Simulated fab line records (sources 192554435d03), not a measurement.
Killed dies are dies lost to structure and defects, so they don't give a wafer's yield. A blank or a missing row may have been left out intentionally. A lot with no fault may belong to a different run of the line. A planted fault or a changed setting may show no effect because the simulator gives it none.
A single fault, viewed from 3 desks / flow n5Finfet / every desk sees just its own numbers, and what lay behind them comes last

FOR THE TOOL OWNER'S DESK: rieDiel-06
The tool's own readings at N5_BEOL_M11_VIA_ETCH_34 (etches SiCOH lowk in C4F6/O2, target depth 184.5 nm, time 69.2 s): means of the sampled wafers that have a number, for each lot that ran on this tool. Any lot whose mean is over 4 standard deviations away from the usual mean is out of limits and marked OUT; that distance is given in the brackets.
Columns: A = C4F6_flow_sccm at N5_BEOL_M11_VIA_ETCH_34, usual 10.00 sccm; B = drypumpMotorCurrentA at N5_BEOL_M11_VIA_ETCH_34, usual 5.5 A; C = oesProductAu at N5_BEOL_M11_VIA_ETCH_34, usual 0.79 a.u.; D = rfVppV at N5_BEOL_M11_VIA_ETCH_34, usual 665 V; E = showerheadPlenumPTorr at N5_BEOL_M11_VIA_ETCH_34, usual 2.85 Torr; F = throttleValvePct at N5_BEOL_M11_VIA_ETCH_34, usual 20.93 %
lot=L438; first seen here=day 11 07:25; A=9.99; B=5.7; C=0.80; D=664; E=2.90; F=20.99
lot=L450; first seen here=day 14 12:44; A=9.97; B=5.7; C=0.81; D=666; E=2.96; F=20.88
lot=L451; first seen here=day 14 15:58; A=9.99; B=5.4; C=0.75; D=661; E=2.81; F=21.05
This desk found nothing out of limits on any of the 3 lots.

METROLOGY DESK
What the gauges read, lot by lot, whatever tool the lot ran on: means of the sampled wafers that have a number. Any lot whose mean is over 4 standard deviations away from the usual mean is out of limits and marked OUT; that distance is given in the brackets.
Columns: A = cdNm at N5_BEOL_M11_CD_MEAS_28, usual 69.6 nm; B = V10_OVL at N5_BEOL_M11_OVL_MEAS_29, usual 0.1 nm
lot=L438; first seen here=day 11 07:07; A=69.0; B=-0.2
lot=L442; first seen here=day 12 08:34; A=69.8; B=-0.4
lot=L450; first seen here=day 14 12:26; A=69.9; B=-0.0
lot=L451; first seen here=day 14 15:41; A=69.3; B=-0.6
lot=L456; first seen here=day 15 04:38; A=69.9; B=0.5
lot=L457; first seen here=day 16 08:59; A=68.2; B=0.2
This desk found nothing out of limits on any of the 6 lots.

THE DEFECT DESK
What the inspections along the route counted, lot by lot: means of the sampled wafers that have a number. Any lot whose mean is over 4 standard deviations away from the usual mean is out of limits and marked OUT; that distance is given in the brackets.
Columns: A = rawDefectCount at N5_BEOL_M11_INSPECT_30, usual 457
lot=L438; first seen here=day 11 07:11; A=344
lot=L442; first seen here=day 12 08:37; A=391
lot=L450; first seen here=day 14 12:29; A=385
lot=L451; first seen here=day 14 15:44; A=395
lot=L456; first seen here=day 15 04:41; A=328
lot=L457; first seen here=day 16 09:02; A=522
This desk found nothing out of limits on any of the 6 lots.

ALL TOGETHER
Nothing out of limits was seen by the tool owner's desk.
Metrology desk: nothing out of limits seen.
Nothing the defect desk looked at was out of limits.

WHAT WAS PUT IN BY THE SIMULATOR
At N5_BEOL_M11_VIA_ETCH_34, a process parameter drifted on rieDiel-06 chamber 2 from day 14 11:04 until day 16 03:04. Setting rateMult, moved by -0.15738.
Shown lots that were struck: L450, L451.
